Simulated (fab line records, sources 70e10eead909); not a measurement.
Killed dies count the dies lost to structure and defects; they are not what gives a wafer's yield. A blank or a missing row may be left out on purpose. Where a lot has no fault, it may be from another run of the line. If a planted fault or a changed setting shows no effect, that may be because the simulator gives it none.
fab line records    flow nand_harc
[record] lots = 10  wafers = 30  last_day = 24
route steps=1159 shown P_CONTACT@245 A_BONDPAD@1087 END@1158
lots untouched by any fault: they come from a run of this same line in which no faults occurred
start_h: start of the lot's first displayed wafer, in hours after the record's first day    wait_h: hours from the lot's prior step to this one    " unchanged from the row above    L1.1+2: one row covering several wafers at once    - either no value or no given start    * or withheld: withheld    < > ~ a bound
route shown NAME@n: a module of which the file shows steps, and the number in the route of the first    usual: mean and standard deviation over wafers with no fault    same: alike in all rows    chamber/n: place in a boat    sites: the reading at each site    _std_site: how widely they spread, as a standard deviation    _edge_site: the outer-site mean with the inner-site mean subtracted    radius_mm: how far each site lies from the wafer's centre    mask NAME#n: copy n    behind: the most recent tool/chamber to have shaped the wafer    hold: reason for holding the lot/hours on hold/outcome of the hold    device: which transistor (n, p or np) failed to switch    end of line: the tests these same wafers got at the end of their route    a step without rows: its recipe alone    killed: the dies lost at the first sort to structure and to defects; this is not the yield of the wafer    map: shows each die of a wafer: x if killed, . if not, _ if none is there
set.NAME: the setting as run; set.NAME@STEP: as run at that earlier step    model.NAME: the simulator's own value behind a step, which no gauge read
the route's steps for a sample of lots (tables are steps, rows are wafers)
services: from which hour (start_h, from the record's first day; less than 0 if before it) a tool's chamber was out of use, for how many hours, and why
[[steps]]
[step NHARC_P_CONTACT_PRE_CLEAN_39]
[recipe] time_s = 19.5  bias_v = 250  gas = Ar
[usual] bias_v = 250.0/2.4
lot.wafer  tool            chamber  start_h  wait_h  bias_v
L411.1     pvd_sputter-03  -        115.43   -       251.0
L411.3     "               -        "        "       256.7
L411.6     "               -        "        "       254.9
L412.3     pvd_sputter-02  -        122.22   -       245.2
L412.6     "               -        "        "       251.8
L412.5     "               -        "        "       246.9
L413.4     pvd_sputter-01  -        122.59   -       247.9
L413.2     "               -        "        "       249.6
L413.5     "               -        "        "       250.6
L414.4     pvd_sputter-01  -        136.88   -       252.0
L414.2     "               -        "        "       251.7
L414.6     "               -        "        "       247.0
L415.4     pvd_sputter-03  -        137.68   -       249.8
L415.1     "               -        "        "       246.6
L415.6     "               -        "        "       249.4
L417.2     pvd_sputter-01  -        143.49   -       249.1
L417.1     "               -        "        "       251.6
L417.6     "               -        "        "       249.3
L416.1     pvd_sputter-03  -        143.79   -       247.3
L416.4     "               -        "        "       252.6
L416.6     "               -        "        "       247.6
L429.1     pvd_sputter-02  -        209.76   -       248.0
L429.4     "               -        "        "       251.8
L429.5     "               -        "        "       247.4
L431.3     pvd_sputter-01  -        224.29   -       251.7
L431.1     "               -        "        "       253.5
L431.2     "               -        "        "       254.6
L430.2     pvd_sputter-03  -        225.47   -       248.1
L430.1     "               -        "        "       251.6
L430.5     "               -        "        "       250.9
[step NHARC_A_BONDPAD_ANNEAL_28]
[recipe] temp_c = 225  time_s = 90
[usual] wafer_temp_C_max = 226.3/0.36
lot.wafer  tool           chamber  start_h  wait_h  wafer_temp_C_max
L411.1     rtp_anneal-01  0        411.66   -       226.3
L411.3     "              0        "        "       226.3
L411.6     "              0        "        "       226.2
L415.1     rtp_anneal-02  0        417.22   0.3     226.0
L415.4     "              0        "        "       226.2
L415.6     "              0        "        "       226.2
L412.3     rtp_anneal-02  0        421.94   0.3     226.1
L412.5     "              0        "        "       226.3
L412.6     "              0        "        "       226.1
L413.2     rtp_anneal-02  0        422.40   0.4     226.3
L413.4     "              0        "        "       226.4
L413.5     "              0        "        "       226.1
L417.1     rtp_anneal-02  0        423.13   0.3     226.4
L417.2     "              0        "        "       226.0
L417.6     "              0        "        "       226.1
L416.1     rtp_anneal-01  0        425.89   -       226.6
L416.4     "              0        "        "       225.9
L416.6     "              0        "        "       226.3
L414.2     rtp_anneal-02  0        427.37   0.4     226.2
L414.4     "              0        "        "       226.4
L414.6     "              0        "        "       226.2
L429.1     rtp_anneal-02  0        522.54   0.3     225.9
L429.4     "              0        "        "       225.9
L429.5     "              0        "        "       226.0
L431.1     rtp_anneal-02  0        526.04   0.3     226.1
L431.2     "              0        "        "       226.1
L431.3     "              0        "        "       225.8
L430.1     rtp_anneal-02  0        530.02   -       226.4
L430.2     "              0        "        "       226.4
L430.5     "              0        "        "       225.9
[step NHARC_A_BONDPAD_THK_MEAS_20]
[recipe] thk_meas_gauge = xrf
[usual] thk_nm = 169.7/1.5
lot.wafer  tool           chamber  start_h  wait_h  thk_nm
L411.1     film_metro-02  -        412.32   -       168.9
L411.3     "              -        "        "       171.4
L411.6     "              -        "        "       169.3
L415.1     film_metro-02  -        417.90   -       172.0
L415.4     "              -        "        "       168.8
L415.6     "              -        "        "       168.1
L412.3     film_metro-01  -        422.51   -       170.0
L412.5     "              -        "        "       169.0
L412.6     "              -        "        "       167.6
L413.2     film_metro-01  -        423.03   -       170.8
L413.4     "              -        "        "       169.8
L413.5     "              -        "        "       171.1
L417.1     film_metro-02  -        423.81   -       171.9
L417.2     "              -        "        "       169.5
L417.6     "              -        "        "       169.4
L416.1     film_metro-01  -        426.58   -       169.7
L416.4     "              -        "        "       168.8
L416.6     "              -        "        "       171.8
L414.2     film_metro-02  -        427.99   -       171.8
L414.4     "              -        "        "       169.7
L414.6     "              -        "        "       169.2
L429.1     film_metro-01  -        523.21   -       171.8
L429.4     "              -        "        "       167.7
L429.5     "              -        "        "       171.0
L431.1     film_metro-02  -        526.71   -       173.3
L431.2     "              -        "        "       171.3
L431.3     "              -        "        "       171.9
L430.1     film_metro-01  -        530.68   -       171.1
L430.2     "              -        "        "       170.4
L430.5     "              -        "        "       171.0
[step NHARC_END_WLT_00]
[usual] VT_DECK1_BOTTOM = 0.872/0.0062  VT_DECK1_BOTTOM_INNER = 0.872/0.0064  VT_DECK1_MEDIAN_NEAR_BOTTOM = 0.873/0.0062  VT_DECK1_MEDIAN_NEAR_BOTTOM_INNER = 0.873/0.0065  VT_DECK1_MIDDLE = 0.885/0.0063  VT_DECK1_MIDDLE_INNER = 0.886/0.0059  VT_DECK1_TOP = 0.897/0.0056  VT_DECK1_TOP_INNER = 0.897/0.006
lot.wafer  tool       chamber  start_h  wait_h  VT_DECK1_BOTTOM  VT_DECK1_BOTTOM_INNER  VT_DECK1_MEDIAN_NEAR_BOTTOM  VT_DECK1_MEDIAN_NEAR_BOTTOM_INNER  VT_DECK1_MIDDLE  VT_DECK1_MIDDLE_INNER  VT_DECK1_TOP  VT_DECK1_TOP_INNER
L411.1     prober-01  -        461.72   25.2    0.869            0.868                  0.872                        0.873                              0.884            0.877                  0.893         0.903
L411.3     "          -        462.72   26.2    0.868            0.870                  0.868                        0.868                              0.879            0.891                  0.899         0.904
L411.6     "          -        464.22   27.7    0.870            0.875                  0.858                        0.871                              0.888            0.885                  0.894         0.895
L415.1     prober-01  -        469.49   26.8    0.862            0.870                  0.870                        0.864                              0.882            0.884                  0.903         0.896
L415.4     "          -        470.99   28.3    0.866            0.870                  0.872                        0.871                              0.884            0.878                  0.893         0.890
L415.6     "          -        471.99   29.3    0.879            0.880                  0.873                        0.876                              0.884            0.881                  0.887         0.892
L412.3     prober-02  -        474.17   25.7    0.874            0.869                  0.878                        0.880                              0.886            0.891                  0.913         0.910
L412.5     "          -        475.17   26.7    0.871            0.870                  0.875                        0.880                              0.885            0.888                  0.904         0.901
L412.6     "          -        "        "       0.872            0.880                  0.875                        0.878                              0.893            0.880                  0.905         0.903
L417.1     prober-01  -        477.22   28.8    0.868            0.874                  0.880                        0.880                              0.902            0.890                  0.905         0.906
L417.2     "          -        "        "       0.873            0.880                  0.883                        0.875                              0.895            0.896                  0.899         0.902
L417.6     "          -        479.73   31.3    0.877            0.885                  0.877                        0.882                              0.891            0.895                  0.903         0.905
L413.2     prober-02  -        481.51   28.5    0.869            0.867                  0.872                        0.864                              0.890            0.889                  0.902         0.900
L413.4     "          -        482.51   29.5    0.872            0.884                  0.880                        0.870                              0.888            0.886                  0.899         0.898
L413.5     "          -        "        "       0.875            0.863                  0.887                        0.879                              0.889            0.888                  0.898         0.897
L416.1     prober-01  -        485.03   32.0    0.868            0.866                  0.869                        0.877                              0.880            0.878                  0.888         0.882
L416.4     "          -        486.52   33.5    0.863            0.868                  0.872                        0.869                              0.867            0.868                  0.890         0.892
L416.6     "          -        "        "       0.867            0.871                  0.861                        0.873                              0.879            0.878                  0.884         0.892
L414.2     prober-02  -        489.35   36.4    0.868            0.864                  0.872                        0.863                              0.885            0.874                  0.887         0.892
L414.4     "          -        "        "       0.868            0.861                  0.866                        0.869                              0.884            0.874                  0.890         0.895
L414.6     "          -        "        "       0.864            0.875                  0.870                        0.874                              0.881            0.881                  0.896         0.899
L429.1     prober-02  -        558.53   7.8     0.874            0.883                  0.866                        0.877                              0.889            0.885                  0.894         0.899
L429.4     "          -        560.03   9.3     0.876            0.873                  0.873                        0.878                              0.889            0.883                  0.892         0.896
L429.5     "          -        "        "       0.867            0.864                  0.866                        0.871                              0.866            0.879                  0.895         0.894
L431.1     prober-01  -        559.25   4.1     0.869            0.867                  0.875                        0.873                              0.876            0.887                  0.889         0.898
L431.2     "          -        "        "       0.865            0.866                  0.872                        0.864                              0.880            0.885                  0.899         0.906
L431.3     "          -        "        "       0.870            0.866                  0.871                        0.874                              0.878            0.884                  0.894         0.896
L430.1     prober-02  -        566.33   11.2    0.878            0.886                  0.880                        0.875                              0.893            0.884                  0.900         0.902
L430.2     "          -        "        "       0.874            0.874                  0.875                        0.872                              0.894            0.882                  0.903         0.896
L430.5     "          -        568.32   13.1    0.877            0.870                  0.879                        0.875                              0.882            0.894                  0.906         0.901
[step NHARC_END_SORT_01]
[recipe] temp_c = 25
[usual] killed_at_array = 29/11  killed_at_other = 0.7/1.1  killed_at_periphery = 3.1/2  killed_dies = 33/11  killed_open = 3.5/1.8  killed_short = 2.0/1.4
[same] gross_dies = 677
lot.wafer  tool       chamber  start_h  wait_h  killed_at_array  killed_at_other  killed_at_periphery  killed_dies  killed_open  killed_short
L429.1     prober-02  0        561.53   2.5     19               2                2                    23           5            3
L429.4     prober-02  0        563.93   3.4     6                0                44                   50           1            1
L429.5     prober-02  0        564.73   3.7     15               1                2                    18           1            1
// killed by level:class
L429.1 A_CHANNEL_HOLE_D1:chamber_film_flake=6 A_STAIRCASE:chamber_film_flake=5 A_CHANNEL_FILL_D1:geometric_particle:open=3 A_M0:geometric_particle:short=2 THIN_TSV:chamber_film_flake=2 P_GATE:geometric_particle:open=1 A_ONON_D1:geometric_particle:open=1 A_ONON_D1:geometric_particle:short=1
L429.4 P_CONTACT:unspecified=44 A_STAIRCASE:chamber_film_flake=3 A_CHANNEL_FILL_D1:geometric_particle:open=1 A_CONTACT:geometric_particle:short=1 A_CHANNEL_HOLE_D1:chamber_film_flake=1
L429.5 A_CHANNEL_HOLE_D1:chamber_film_flake=10 P_GATE:chamber_film_flake=2 A_STAIRCASE:chamber_film_flake=2 A_BLC:geometric_particle:open=1 A_M0:geometric_particle:short=1 A_ZERO_WELL:chamber_film_flake=1 THIN_TSV:chamber_film_flake=1
[[services]]
tool            chamber  start_h  hours  kind
pvd_sputter-03  -        102.00   10.0   pm
pvd_sputter-01  -        158.05   10.0   pm
pvd_sputter-03  -        178.15   4.8    repair
pvd_sputter-02  -        214.00   10.0   pm
pvd_sputter-02  -        229.43   5.2    repair
pvd_sputter-03  -        248.91   3.0    repair
pvd_sputter-03  -        278.03   1.3    repair
pvd_sputter-03  -        280.07   10.0   pm
rtp_anneal-02   -        300.00   12.0   pm
pvd_sputter-01  -        336.05   10.0   pm
pvd_sputter-02  -        392.00   10.0   pm
pvd_sputter-02  -        436.22   5.5    repair
pvd_sputter-01  -        437.89   14.8   repair
pvd_sputter-03  -        458.07   10.0   pm
pvd_sputter-01  -        514.05   10.0   pm
[[key]]
[first_sign] step = NHARC_END_SORT_01  reading = killed_at_periphery  direction = up  sigmas = 20  usual = 3.1  struck = 44
[more_kills_born_at] NHARC_P_CONTACT_PRE_CLEAN_39@pvd_sputter-02 = 44
met_at NHARC_P_CONTACT_PRE_CLEAN_39
struck_lots L429
struck_wafers L429.4
tester_left_out L429
[loop_trim] step = NHARC_P_CONTACT_EXPOSE_09  setting = dose  lots = L429
not_acting_at NHARC_A_BONDPAD_ANNEAL_28,NHARC_A_BONDPAD_THK_MEAS_20,NHARC_END_WLT_00
onset_between 122.22 209.76
[fault] kind = chamber_particle_source  tool = pvd_sputter-02  chamber = -  onset_h = 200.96  steps = NHARC_P_CONTACT_PRE_CLEAN_39  rate_per_visit_cm2 = 0.53298  end_h = 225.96  scope = struck_wafers_only
// tester_left_out: of these lots the tester's yield and bins aren't shown, on N5 and GAA mostly nor the transistor test; their killed dies are dies lost to structure and defects alone, not to doping, threshold or leakage, so they don't give the yield
// loop_trim: a control loop set the setting to another value than it would have without faults
